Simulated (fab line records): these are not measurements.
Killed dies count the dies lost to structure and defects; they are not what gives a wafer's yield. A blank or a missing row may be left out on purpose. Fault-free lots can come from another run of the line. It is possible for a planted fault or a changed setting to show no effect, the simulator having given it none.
fab line records	flow n5Finfet	part 1 of 2: steps 1 to 4 of 6
record lots=24	wafers=72	lastDay=18
route steps=1938 shown MOL_CONTACT_COAG@537
lots with no fault: from the same line, run without faults
startH: hours from the record's first day to the start of the lot's first wafer shown	waitH: time in hours since the lot's previous step	" as in the row above	L1.1+2: a row that stands for several wafers	- no value, or no start given	* or withheld: withheld	< > ~ a bound
route shown NAME@n: a module of which the file shows steps, and the number in the route of the first	usual: average and standard deviation across the fault-free wafers	same: alike in all rows	chamber/n: place in a boat	sites: the reading at each site	_std_site: their standard deviation	_edge_site: mean of outer sites minus mean of inner sites	radiusMm: how far each site lies from the wafer's centre	mask NAME#n: copy n	behind: tool/chamber where the wafer was last shaped	hold: what put the lot on hold/how long, in hours/how the hold closed	device: which transistor (n, p or np) failed to switch	end of line: the route-end tests of the same wafers	a step with no rows: only its recipe	killed: dies that structure and defects cost at the first sort, which is not the same as the wafer's yield	map: per-die view of a wafer (x killed, . not killed, _ where there is no die)
set.NAME: the setting as run; set.NAME@STEP: as run at that earlier step	model.NAME: the simulator's own value behind a step, which no gauge read
route steps across a sampled set of lots; one table per step, one row per wafer
services: from which hour (startH, from the record's first day; less than 0 if before it) a tool's chamber was out of use, for how many hours, and why
## steps
# step N5_MOL_CONTACT_COAG_ETCH_15
# recipe chemistry=CH3F/O2	target=SiNx	targetDepthA=70	maskMaterial=SOC	stopOn=Si:P	overEtchFrac=0.75	ionEnergyEv=120	pressureMtorr=30	sourceW=395	biasW=73	Ar_flow_sccm=150	CH3F_flow_sccm=30	O2_flow_sccm=20
# usual drypumpMotorCurrentA=5.51/0.27	oes_ar_750_au=0.79/0.081	oesProductAu=0.57/0.058	rfFwdPowerW=391.9/1.8	rfVppV=296/4.3	showerheadPlenumPTorr=1.98/0.069	throttleValvePct=16.38/0.2
lot.wafer	tool	chamber	startH	waitH	drypumpMotorCurrentA	oes_ar_750_au	oesProductAu	rfFwdPowerW	rfHoursCounterH	rfVppV	showerheadPlenumPTorr	throttleValvePct
L074.2	rieDiel-01	1	92.87	0.0	5.10	0.90	0.64	390.3	40	303	2.05	16.24
L074.5	"	2	"	"	5.95	0.87	0.64	393.7	-	292	2.02	16.42
L074.6	"	3	"	"	5.41	0.77	0.55	392.8	-	298	2.01	16.01
L075.1	rieDiel-01	1	99.90	0.0	5.11	0.89	0.64	390.2	44	301	2.05	16.24
L075.5	"	3	"	"	5.41	0.75	0.55	392.9	-	297	2.01	16.02
L075.6	"	0	"	"	5.48	0.68	0.49	392.2	-	296	1.98	16.39
L076.1	rieDiel-02	1	111.39	0.0	4.91	0.71	0.51	389.4	229	302	1.98	16.45
L076.4	"	1	"	"	4.92	0.71	0.52	390.6	-	303	1.98	16.45
L076.5	"	2	"	"	5.79	0.70	0.51	393.0	-	288	2.07	16.52
L077.1	rieDiel-01	2	113.69	0.0	5.95	0.86	0.63	392.3	56	292	2.02	16.42
L077.2	"	3	"	"	5.41	0.76	0.54	393.1	150	299	2.01	16.02
L077.5	"	3	"	"	5.42	0.76	0.55	392.0	-	299	2.01	16.04
L079.2	rieDiel-01	3	120.93	0.0	5.41	0.75	0.55	391.9	152	300	2.01	16.03
L079.4	"	2	"	"	5.93	0.86	0.62	388.0	58	294	2.02	16.42
L079.5	"	1	"	"	5.10	0.89	0.62	391.5	-	302	2.05	16.26
L078.1	rieDiel-03	0	122.30	0.0	5.57	0.81	0.59	390.4	72	298	2.11	16.57
L078.2	"	1	"	"	5.68	0.79	0.57	392.2	106	305	1.91	16.33
L078.4	"	3	"	"	5.80	0.93	0.67	392.3	13	293	1.98	16.27
L080.4	rieDiel-02	3	134.05	0.0	5.38	0.76	0.56	388.8	143	294	1.93	16.70
L080.5	"	3	"	"	5.37	0.76	0.57	389.6	-	294	1.93	16.71
L080.6	"	0	"	"	5.42	0.71	0.52	393.5	-	295	1.91	16.36
L081.2	rieDiel-02	2	134.93	0.0	5.82	0.70	0.51	394.1	245	290	2.06	16.55
L081.4	"	1	"	"	4.90	0.70	0.51	391.7	240	303	1.98	16.48
L081.5	"	0	"	"	5.48	0.71	0.52	392.5	-	296	1.91	16.38
L082.1	rieDiel-01	2	140.59	0.0	5.96	0.84	0.62	390.9	65	292	2.02	16.45
L082.4	"	1	"	"	5.12	0.88	0.62	391.3	59	301	2.04	16.27
L082.5	"	3	"	"	5.43	0.75	0.56	392.9	-	298	2.01	16.06
L084.2	rieDiel-01	2	150.96	0.0	5.94	0.84	0.62	387.9	68	292	2.02	16.45
L084.3	"	3	"	"	5.41	0.75	0.55	395.2	163	297	2.01	16.06
L084.4	"	1	"	"	5.11	0.87	0.61	391.1	63	302	2.04	16.29
L083.2	rieDiel-02	3	152.35	0.0	5.41	0.76	0.56	390.6	149	293	1.93	16.72
L083.5	"	1	"	"	4.91	0.70	0.50	388.7	-	301	1.98	16.48
L083.6	"	0	"	"	5.44	0.71	0.51	393.0	-	297	1.91	16.38
L085.1	rieDiel-03	1	157.64	0.0	5.70	0.76	0.57	393.7	119	306	1.91	16.32
L085.2	"	2	"	"	5.59	0.75	0.55	392.3	177	299	1.83	16.53
L085.4	"	3	"	"	5.76	0.92	0.65	392.9	24	292	1.97	16.29
L086.2	rieDiel-01	3	167.56	0.0	5.43	0.75	0.53	393.1	170	299	2.00	16.05
L086.3	"	2	"	"	5.95	0.83	0.61	393.0	76	292	2.01	16.46
L086.6	"	3	"	"	5.39	0.74	0.53	393.1	-	298	2.00	16.06
L087.1	rieDiel-03	2	169.39	0.0	5.56	0.74	0.54	391.1	181	299	1.82	16.54
L087.3	"	1	"	"	5.70	0.77	0.57	393.7	124	305	1.91	16.33
L087.4	"	3	"	"	5.79	0.90	0.65	394.5	28	293	1.97	16.28
L088.3	rieDiel-02	0	175.19	0.0	5.47	0.70	0.51	393.6	200	296	1.91	16.42
L088.4	"	3	"	"	5.38	0.75	0.55	391.3	-	293	1.93	16.71
L088.6	"	2	"	"	5.76	0.96	0.70	391.5	-	289	2.06	16.08
L089.1	rieDiel-03	1	180.64	0.0	5.68	0.76	0.56	391.9	128	305	1.91	16.34
L089.2	"	0	"	"	5.56	0.79	0.57	390.2	94	296	2.10	16.60
L089.3	"	2	"	"	5.55	0.75	0.54	390.9	186	298	1.82	16.54
L090.1	rieDiel-03	0	185.56	0.0	5.55	0.78	0.57	390.4	95	297	2.10	16.63
L090.2	"	2	"	"	5.58	0.74	0.54	389.3	187	298	1.82	16.55
L090.5	"	3	"	"	5.77	0.89	0.64	392.3	-	293	1.97	16.30
L091.2	rieDiel-01	0	187.77	0.0	5.48	0.99	0.71	391.6	2	294	1.97	16.05
L091.4	"	2	"	"	5.94	0.82	0.60	391.8	84	290	2.01	16.49
L091.6	"	3	"	"	5.43	0.74	0.53	393.3	-	298	2.00	16.08
L092.2	rieDiel-02	0	197.43	0.0	5.41	0.70	0.50	392.4	208	296	1.90	16.43
L092.3	"	2	"	"	5.78	0.93	0.68	392.7	11	288	2.06	16.08
L092.6	"	0	"	"	5.45	0.70	0.50	393.5	-	297	1.90	16.41
L093.1	rieDiel-02	2	201.46	0.0	5.80	0.93	0.67	393.6	12	289	2.06	16.09
L093.2	"	1	"	"	4.92	0.99	0.72	389.7	5	301	1.97	16.04
L093.5	"	0	"	"	5.42	0.70	0.50	392.7	-	297	1.90	16.43
L094.1	rieDiel-03	1	214.00	0.0	5.70	0.75	0.56	396.5	140	305	1.90	16.38
L094.4	"	3	"	"	5.78	0.88	0.63	392.6	42	292	1.97	16.32
L094.6	"	0	"	"	5.59	0.77	0.56	390.8	-	296	2.10	16.64
L095.2	rieDiel-01	0	229.91	0.0	5.46	0.92	0.68	391.9	16	295	1.96	16.08
L095.4	"	3	"	"	5.41	0.73	0.52	394.1	193	296	2.00	16.11
L095.5	"	2	"	"	5.96	0.81	0.59	393.4	-	293	2.01	16.50
L096.1	rieDiel-03	2	237.77	0.0	5.58	0.73	0.52	394.2	206	300	1.82	16.56
L096.4	"	0	"	"	5.60	0.77	0.56	390.1	114	297	2.09	16.66
L096.5	"	0	"	"	5.57	0.76	0.56	390.1	-	298	2.09	16.65
L097.3	rieDiel-02	2	249.90	0.0	5.82	0.89	0.65	394.7	27	288	2.05	16.11
L097.4	"	3	"	"	5.40	0.73	0.54	390.1	182	292	1.92	16.76
L097.5	"	0	"	"	5.42	0.69	0.50	393.2	-	296	1.90	16.44
# step N5_MOL_CONTACT_COAG_CD_MEAS_84
# recipe targetCdNm=25.1	landingEnergyEv=500	detector=seInlens	polarity=opening
# usual cdNm=25.18/0.23
lot.wafer	tool	chamber	startH	waitH	cdNm
L074.2	cdSem-02	0	103.16	-	25.24
L074.5	"	0	"	"	24.97
L074.6	"	0	"	"	25.51
L075.1	cdSem-02	0	108.41	-	25.01
L075.5	"	0	"	"	25.26
L075.6	"	0	"	"	25.27
L076.1	cdSem-01	0	119.44	-	25.38
L076.4	"	0	"	"	25.03
L076.5	"	0	"	"	25.38
L077.1	cdSem-03	0	124.23	-	25.35
L077.2	"	0	"	"	25.11
L077.5	"	0	"	"	25.12
L078.1	cdSem-01	0	131.53	-	25.00
L078.2	"	0	"	"	24.93
L078.4	"	0	"	"	24.91
L079.2	cdSem-03	0	131.71	-	24.84
L079.4	"	0	"	"	25.24
L079.5	"	0	"	"	25.10
L080.4	cdSem-01	0	147.36	-	25.08
L080.5	"	0	"	"	25.17
L080.6	"	0	"	"	24.87
L081.2	cdSem-03	0	147.41	-	25.16
L081.4	"	0	"	"	25.42
L081.5	"	0	"	"	24.99
L082.1	cdSem-01	0	152.83	-	25.25
L082.4	"	0	"	"	25.13
L082.5	"	0	"	"	25.17
L084.2	cdSem-01	0	159.24	-	25.45
L084.3	"	0	"	"	25.13
L084.4	"	0	"	"	25.36
L083.2	cdSem-01	0	160.83	-	25.21
L083.5	"	0	"	"	24.99
L083.6	"	0	"	"	25.11
L085.1	cdSem-03	0	168.36	-	25.09
L085.2	"	0	"	"	25.12
L085.4	"	0	"	"	25.06
L086.2	cdSem-02	0	175.49	-	25.28
L086.3	"	0	"	"	25.29
L086.6	"	0	"	"	25.29
L087.1	cdSem-02	0	176.57	-	25.19
L087.3	"	0	"	"	25.17
L087.4	"	0	"	"	25.32
L088.3	cdSem-03	0	186.69	-	25.25
L088.4	"	0	"	"	25.29
L088.6	"	0	"	"	25.29
L089.1	cdSem-03	0	190.12	-	25.02
L089.2	"	0	"	"	25.65
L089.3	"	0	"	"	25.16
L090.1	cdSem-03	0	193.48	-	25.23
L090.2	"	0	"	"	25.51
L090.5	"	0	"	"	25.33
L091.2	cdSem-02	0	197.85	-	24.82
L091.4	"	0	"	"	25.02
L091.6	"	0	"	"	24.82
L092.2	cdSem-02	0	206.54	-	25.45
L092.3	"	0	"	"	24.87
L092.6	"	0	"	"	25.08
L093.1	cdSem-02	0	212.41	-	25.47
L093.2	"	0	"	"	24.99
L093.5	"	0	"	"	25.50
L094.1	cdSem-02	0	222.68	-	24.96
L094.4	"	0	"	"	24.55
L094.6	"	0	"	"	24.97
L095.2	cdSem-03	0	243.08	-	25.51
L095.4	"	0	"	"	25.68
L095.5	"	0	"	"	25.05
L096.1	cdSem-01	0	247.84	-	25.34
L096.4	"	0	"	"	25.28
L096.5	"	0	"	"	25.16
L097.3	cdSem-03	0	261.30	-	25.38
L097.4	"	0	"	"	25.19
L097.5	"	0	"	"	24.68
# step N5_MOL_CONTACT_COAG_OVL_MEAS_85
# recipe pointsPerWafer=522
# usual VG_OVL=-0.1/0.7
lot.wafer	tool	chamber	startH	waitH	VG_OVL[nm]
L074.2	overlay-01	0	103.20	0.0	-0.7
L074.5	"	0	"	"	-0.4
L074.6	"	0	"	"	-0.1
L075.1	overlay-01	0	108.44	0.0	0.4
L075.5	"	0	"	"	-0.4
L075.6	"	0	"	"	0.3
L076.1	overlay-02	0	119.47	0.0	-0.7
L076.4	"	0	"	"	1.0
L076.5	"	0	"	"	0.3
L077.1	overlay-02	0	124.27	0.0	0.4
L077.2	"	0	"	"	-0.1
L077.5	"	0	"	"	0.3
L078.1	overlay-02	0	131.56	0.0	0.8
L078.2	"	0	"	"	0.0
L078.4	"	0	"	"	0.7
L079.2	overlay-01	0	131.75	0.0	0.5
L079.4	"	0	"	"	-0.5
L079.5	"	0	"	"	0.3
L080.4	overlay-01	0	147.41	0.0	0.5
L080.5	"	0	"	"	0.1
L080.6	"	0	"	"	-0.7
L081.2	overlay-01	0	147.45	0.0	-0.2
L081.4	"	0	"	"	-1.0
L081.5	"	0	"	"	-0.2
L082.1	overlay-02	0	152.86	0.0	-0.3
L082.4	"	0	"	"	-0.1
L082.5	"	0	"	"	0.1
L084.2	overlay-02	0	159.27	0.0	0.8
L084.3	"	0	"	"	0.0
L084.4	"	0	"	"	-0.2
L083.2	overlay-02	0	160.86	0.0	-0.7
L083.5	"	0	"	"	-1.0
L083.6	"	0	"	"	-0.1
L085.1	overlay-02	0	168.39	0.0	-0.5
L085.2	"	0	"	"	-1.2
L085.4	"	0	"	"	0.3
L086.2	overlay-02	0	175.53	0.0	0.3
L086.3	"	0	"	"	0.4
L086.6	"	0	"	"	0.3
L087.1	overlay-02	0	176.60	0.0	0.7
L087.3	"	0	"	"	-0.3
L087.4	"	0	"	"	-0.5
L088.3	overlay-02	0	186.73	0.0	-0.4
L088.4	"	0	"	"	-1.0
L088.6	"	0	"	"	0.3
L089.1	overlay-02	0	190.15	0.0	0.1
L089.2	"	0	"	"	-0.8
L089.3	"	0	"	"	0.4
L090.1	overlay-01	0	193.51	0.0	-0.5
L090.2	"	0	"	"	0.6
L090.5	"	0	"	"	0.4
L091.2	overlay-02	0	197.88	0.0	-1.6
L091.4	"	0	"	"	-1.2
L091.6	"	0	"	"	-0.8
L092.2	overlay-02	0	206.58	0.0	-0.7
L092.3	"	0	"	"	-0.8
L092.6	"	0	"	"	-1.2
L093.1	overlay-01	0	212.44	0.0	-0.3
L093.2	"	0	"	"	0.5
L093.5	"	0	"	"	0.5
L094.1	overlay-02	0	222.71	0.0	-0.7
L094.4	"	0	"	"	0.0
L094.6	"	0	"	"	-1.1
L095.2	overlay-01	0	243.12	0.0	1.1
L095.4	"	0	"	"	-0.3
L095.5	"	0	"	"	0.7
L096.1	overlay-02	0	247.87	0.0	1.0
L096.4	"	0	"	"	0.4
L096.5	"	0	"	"	-0.7
L097.3	overlay-02	0	261.34	0.0	-0.6
L097.4	"	0	"	"	-0.9
L097.5	"	0	"	"	0.0
# step N5_MOL_CONTACT_COAG_ETCH_91
# recipe chemistry=N2/H2	target=SOC	targetDepthA=600	overetchA=210	maskMaterial=SiARC	tempC=40	timeS=101.2	ionEnergyEv=200	pressureMtorr=30	sourceW=840	biasW=150	n2FlowSccm=200	h2FlowSccm=200
# usual drypumpMotorCurrentA=5.51/0.29	oesProductAu=0.67/0.07	rfFwdPowerW=834/3.5	rfVppV=523.2/2.5	showerheadPlenumPTorr=2.52/0.084	throttleValvePct=17.82/0.23
lot.wafer	tool	chamber	startH	waitH	drypumpMotorCurrentA	oesProductAu	rfFwdPowerW	rfHoursCounterH	rfVppV	showerheadPlenumPTorr	throttleValvePct
L074.2	rieDiel-01	0	104.49	0.0	5.50	0.57	837	228	523.1	2.51	17.79
L074.5	"	2	"	"	5.95	0.72	839	-	525.7	2.59	17.97
L074.6	"	1	"	"	5.12	0.72	835	-	526.9	2.58	17.81
L075.1	rieDiel-01	1	108.88	0.0	5.10	0.72	831	49	525.4	2.58	17.81
L075.5	"	0	"	"	5.48	0.56	831	-	523.5	2.51	17.78
L075.6	"	3	"	"	5.43	0.62	836	-	524.2	2.56	17.52
L076.1	rieDiel-01	3	120.05	0.0	5.45	0.62	837	152	523.4	2.56	17.55
L076.4	"	0	"	"	5.45	0.56	835	233	522.1	2.50	17.79
L076.5	"	3	"	"	5.43	0.62	835	-	524.2	2.56	17.52
L077.1	rieDiel-01	3	124.71	0.0	5.42	0.62	834	153	523.5	2.56	17.55
L077.2	"	0	"	"	5.43	0.57	835	235	523.6	2.50	17.79
L077.5	"	2	"	"	5.90	0.71	835	-	525.2	2.58	17.98
L078.1	rieDiel-01	0	132.62	0.0	5.45	0.56	834	238	522.9	2.50	17.80
L078.2	"	2	"	"	5.97	0.71	827	62	524.7	2.58	18.00
L078.4	"	1	"	"	5.12	0.71	834	56	525.3	2.58	17.84
L079.2	rieDiel-02	0	132.96	0.0	5.46	0.59	837	183	521.1	2.43	17.86
L079.4	"	1	"	"	4.93	0.59	838	239	522.2	2.50	17.78
L079.5	"	1	"	"	4.92	0.58	837	-	522.6	2.50	17.79
L080.4	rieDiel-03	0	147.83	0.0	5.56	0.66	832	81	527.2	2.68	18.13
L080.5	"	3	"	"	5.77	0.76	835	-	521.8	2.49	17.60
L080.6	"	0	"	"	5.56	0.67	832	-	528.5	2.68	18.15
L081.2	rieDiel-03	3	148.15	0.0	5.74	0.76	840	20	521.9	2.49	17.61
L081.4	"	0	"	"	5.56	0.67	829	81	528.6	2.68	18.14
L081.5	"	1	"	"	5.69	0.65	835	-	521.6	2.43	17.83
L082.1	rieDiel-02	3	153.42	0.0	5.41	0.63	834	150	520.9	2.44	18.21
L082.4	"	1	"	"	4.94	0.58	829	-	522.5	2.49	17.79
L082.5	"	0	"	"	5.41	0.59	838	-	520.1	2.42	17.89
L084.2	rieDiel-01	2	160.03	0.0	5.97	0.70	834	73	524.2	2.58	18.02
L084.3	"	1	"	"	5.11	0.70	831	67	525.4	2.58	17.84
L084.4	"	3	"	"	5.43	0.63	833	167	524.4	2.55	17.58
L083.2	rieDiel-01	1	161.30	0.0	5.11	0.71	833	67	524.9	2.57	17.85
L083.5	"	2	"	"	5.94	0.71	837	-	525.2	2.58	18.02
L083.6	"	3	"	"	5.45	0.61	836	-	523.5	2.55	17.57
L085.1	rieDiel-01	2	168.83	0.0	5.94	0.70	835	76	524.5	2.58	18.03
L085.2	"	1	"	"	5.11	0.71	833	70	524.6	2.57	17.84
L085.4	"	3	"	"	5.44	0.62	835	-	524.4	2.55	17.58
L086.2	rieDiel-01	1	176.01	0.0	5.11	0.70	832	74	524.4	2.57	17.86
L086.3	"	2	"	"	5.95	0.70	836	80	525.4	2.57	18.03
L086.6	"	1	"	"	5.12	0.70	833	-	525.1	2.57	17.87
L087.1	rieDiel-03	3	177.04	0.0	5.79	0.74	837	31	521.7	2.48	17.61
L087.3	"	1	"	"	5.72	0.64	834	127	520.9	2.43	17.84
L087.4	"	2	"	"	5.58	0.62	834	184	516.7	2.30	17.84
L088.3	rieDiel-01	2	187.21	0.0	5.92	0.69	835	84	525.2	2.57	18.04
L088.4	"	0	"	"	5.48	0.82	832	2	521.7	2.50	17.50
L088.6	"	2	"	"	5.91	0.69	833	-	524.5	2.57	18.03
L089.1	rieDiel-02	2	190.95	0.0	5.80	0.78	842	9	525.7	2.59	17.53
L089.2	"	1	"	"	4.93	0.84	828	1	524.0	2.49	17.37
L089.3	"	0	"	"	5.45	0.58	840	206	519.2	2.42	17.90
L090.1	rieDiel-01	0	193.99	0.0	5.44	0.81	830	4	523.2	2.50	17.50
L090.2	"	3	"	"	5.40	0.61	836	181	523.5	2.55	17.59
L090.5	"	0	"	"	5.43	0.81	832	-	524.2	2.50	17.50
L091.2	rieDiel-02	0	198.45	0.0	5.43	0.57	836	208	520.9	2.42	17.91
L091.4	"	2	"	"	5.81	0.77	840	11	527.1	2.59	17.53
L091.6	"	1	"	"	4.93	0.82	831	-	524.2	2.49	17.39
L092.2	rieDiel-02	2	207.46	0.0	5.81	0.77	839	13	523.5	2.59	17.55
L092.3	"	3	"	"	5.39	0.62	830	169	520.8	2.43	18.22
L092.6	"	3	"	"	5.39	0.62	828	-	521.3	2.43	18.25
L093.1	rieDiel-03	1	212.88	0.0	5.67	0.63	839	139	519.7	2.42	17.86
L093.2	"	0	"	"	5.61	0.65	830	107	527.5	2.67	18.20
L093.5	"	3	"	"	5.80	0.72	833	-	521.6	2.48	17.64
L094.1	rieDiel-03	2	223.23	0.0	5.59	0.61	841	200	519.1	2.30	17.84
L094.4	"	3	"	"	5.77	0.73	837	44	520.2	2.48	17.64
L094.6	"	2	"	"	5.58	0.61	838	-	517.1	2.30	17.86
L095.2	rieDiel-02	0	245.09	0.0	5.47	0.57	831	221	519.4	2.41	17.94
L095.4	"	3	"	"	5.38	0.62	829	180	520.6	2.42	18.26
L095.5	"	2	"	"	5.80	0.75	838	-	524.9	2.59	17.56
L096.1	rieDiel-02	3	248.78	0.0	5.38	0.62	827	181	520.4	2.42	18.26
L096.4	"	0	"	"	5.48	0.57	838	223	519.6	2.41	17.94
L096.5	"	3	"	"	5.41	0.62	827	-	520.8	2.42	18.25
L097.3	rieDiel-01	1	262.08	0.0	5.11	0.67	836	103	523.7	2.56	17.89
L097.4	"	2	"	"	5.99	0.66	833	107	525.9	2.56	18.07
L097.5	"	2	"	"	5.97	0.67	835	-	523.5	2.56	18.06
